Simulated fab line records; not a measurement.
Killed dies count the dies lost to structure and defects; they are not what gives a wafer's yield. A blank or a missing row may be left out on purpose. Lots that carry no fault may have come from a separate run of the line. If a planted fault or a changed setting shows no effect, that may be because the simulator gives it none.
Chamber matching :: flow nand harc :: NHARC_P_M1_STRIP_18 on rie diel-13: 4 sister chambers
The step strips in N2/H2. 22 wafers are shown with their chamber, then 11 later ones without.

WAFERS WITH THEIR CHAMBER
wafer: L074.3
chamber: 0
showerhead plenum p Torr (Torr): 1.91
drypump motor current A (A): 6.1
rf vpp V (V): 89.8

wafer: L074.5
chamber: 2
showerhead plenum p Torr (Torr): 2.15
drypump motor current A (A): 6.4
rf vpp V (V): 91.6

wafer: L074.6
chamber: 0
showerhead plenum p Torr (Torr): 1.91
drypump motor current A (A): 6.1
rf vpp V (V): 89.3

wafer: L075.2
chamber: 0
showerhead plenum p Torr (Torr): 1.91
drypump motor current A (A): 6.1
rf vpp V (V): 89.4

wafer: L075.3
chamber: 3
showerhead plenum p Torr (Torr): 2.06
drypump motor current A (A): 6.5
rf vpp V (V): 90.6

wafer: L075.5
chamber: 1
showerhead plenum p Torr (Torr): 1.97
drypump motor current A (A): 5.6
rf vpp V (V): 89.9

wafer: L076.2
chamber: 0
showerhead plenum p Torr (Torr): 1.91
drypump motor current A (A): 6.0
rf vpp V (V): 89.5

wafer: L076.5
chamber: 1
showerhead plenum p Torr (Torr): 1.97
drypump motor current A (A): 5.6
rf vpp V (V): 90.7

wafer: L076.6
chamber: 2
showerhead plenum p Torr (Torr): 2.15
drypump motor current A (A): 6.4
rf vpp V (V): 91.6

wafer: L079.1
chamber: 0
showerhead plenum p Torr (Torr): 1.90
drypump motor current A (A): 6.1
rf vpp V (V): 89.6

wafer: L079.4
chamber: 1
showerhead plenum p Torr (Torr): 1.97
drypump motor current A (A): 5.6
rf vpp V (V): 89.0

wafer: L079.6
chamber: 0
showerhead plenum p Torr (Torr): 1.90
drypump motor current A (A): 6.1
rf vpp V (V): 88.9

wafer: L083.1
chamber: 3
showerhead plenum p Torr (Torr): 2.06
drypump motor current A (A): 6.6
rf vpp V (V): 91.0

wafer: L083.2
chamber: 0
showerhead plenum p Torr (Torr): 1.90
drypump motor current A (A): 6.1
rf vpp V (V): 88.5

wafer: L083.5
chamber: 0
showerhead plenum p Torr (Torr): 1.90
drypump motor current A (A): 6.1
rf vpp V (V): 91.0

wafer: L084.1
chamber: 0
showerhead plenum p Torr (Torr): 1.90
drypump motor current A (A): 6.1
rf vpp V (V): 88.9

wafer: L084.2
chamber: 3
showerhead plenum p Torr (Torr): 2.06
drypump motor current A (A): 6.5
rf vpp V (V): 90.8

wafer: L084.4
chamber: 1
showerhead plenum p Torr (Torr): 1.97
drypump motor current A (A): 5.6
rf vpp V (V): 91.6

wafer: L086.3
chamber: 3
showerhead plenum p Torr (Torr): 2.06
drypump motor current A (A): 6.5
rf vpp V (V): 91.1

wafer: L086.5
chamber: 3
showerhead plenum p Torr (Torr): 2.06
drypump motor current A (A): 6.5
rf vpp V (V): 92.5

wafer: L086.6
chamber: 0
showerhead plenum p Torr (Torr): 1.90
drypump motor current A (A): 6.1
rf vpp V (V): 90.2

wafer: L090.1
chamber: 2
showerhead plenum p Torr (Torr): 2.14
drypump motor current A (A): 6.4
rf vpp V (V): 90.2

SIGNATURES, as means of the wafers listed above
reading: showerhead plenum p Torr
chamber 0: 1.9040
chamber 1: 1.9700
chamber 2: 2.1467
chamber 3: 2.0600
scatter within a chamber: 0.00413

reading: drypump motor current A
chamber 0: 6.090
chamber 1: 5.600
chamber 2: 6.400
chamber 3: 6.520
scatter within a chamber: 0.0307

reading: rf vpp V
chamber 0: 89.510
chamber 1: 90.300
chamber 2: 91.133
chamber 3: 91.200
scatter within a chamber: 0.812
Rule: a wafer lies at a distance from a chamber equal to the root of the sum of squares, over the readings, of (its reading less the chamber's mean, divided by the reading's scatter). If the next closest chamber is less than 2 further off than the closest, the wafer can't be placed; otherwise it belongs to the closest. The scatter: the root of (the sum of the squares of (reading less its chamber's mean) over the shown wafers, divided by (wafers less chambers)).

WAFERS MISSING THEIR CHAMBER
wafer: L090.4
showerhead plenum p Torr (Torr): 2.14
drypump motor current A (A): 6.4
rf vpp V (V): 92.0

wafer: L090.6
showerhead plenum p Torr (Torr): 2.06
drypump motor current A (A): 6.6
rf vpp V (V): 90.9

wafer: L089.2
showerhead plenum p Torr (Torr): 2.14
drypump motor current A (A): 6.3
rf vpp V (V): 90.6

wafer: L089.4
showerhead plenum p Torr (Torr): 2.14
drypump motor current A (A): 6.3
rf vpp V (V): 90.5

wafer: L089.5
showerhead plenum p Torr (Torr): 2.06
drypump motor current A (A): 6.5
rf vpp V (V): 90.9

wafer: L091.1
showerhead plenum p Torr (Torr): 2.14
drypump motor current A (A): 6.4
rf vpp V (V): 89.6

wafer: L091.2
showerhead plenum p Torr (Torr): 1.90
drypump motor current A (A): 6.1
rf vpp V (V): 89.1

wafer: L091.3
showerhead plenum p Torr (Torr): 2.06
drypump motor current A (A): 6.5
rf vpp V (V): 91.5

wafer: L092.1
showerhead plenum p Torr (Torr): 2.06
drypump motor current A (A): 6.6
rf vpp V (V): 91.4

wafer: L092.3
showerhead plenum p Torr (Torr): 2.14
drypump motor current A (A): 6.4
rf vpp V (V): 90.5

wafer: L092.4
showerhead plenum p Torr (Torr): 1.97
drypump motor current A (A): 5.6
rf vpp V (V): 90.0

CHAMBER TAKEN BY EACH
wafer: L090.4
from the rows above: 2
in truth: 2

wafer: L090.6
from the rows above: 3
in truth: 3

wafer: L089.2
from the rows above: 2
in truth: 2

wafer: L089.4
from the rows above: 2
in truth: 2

wafer: L089.5
from the rows above: 3
in truth: 3

wafer: L091.1
from the rows above: 2
in truth: 2

wafer: L091.2
from the rows above: 0
in truth: 0

wafer: L091.3
from the rows above: 3
in truth: 3

wafer: L092.1
from the rows above: 3
in truth: 3

wafer: L092.3
from the rows above: 2
in truth: 2

wafer: L092.4
from the rows above: 1
in truth: 1
11 of 11 placed correctly. Number that these rows cannot place: 0. Wrongly placed: 0.
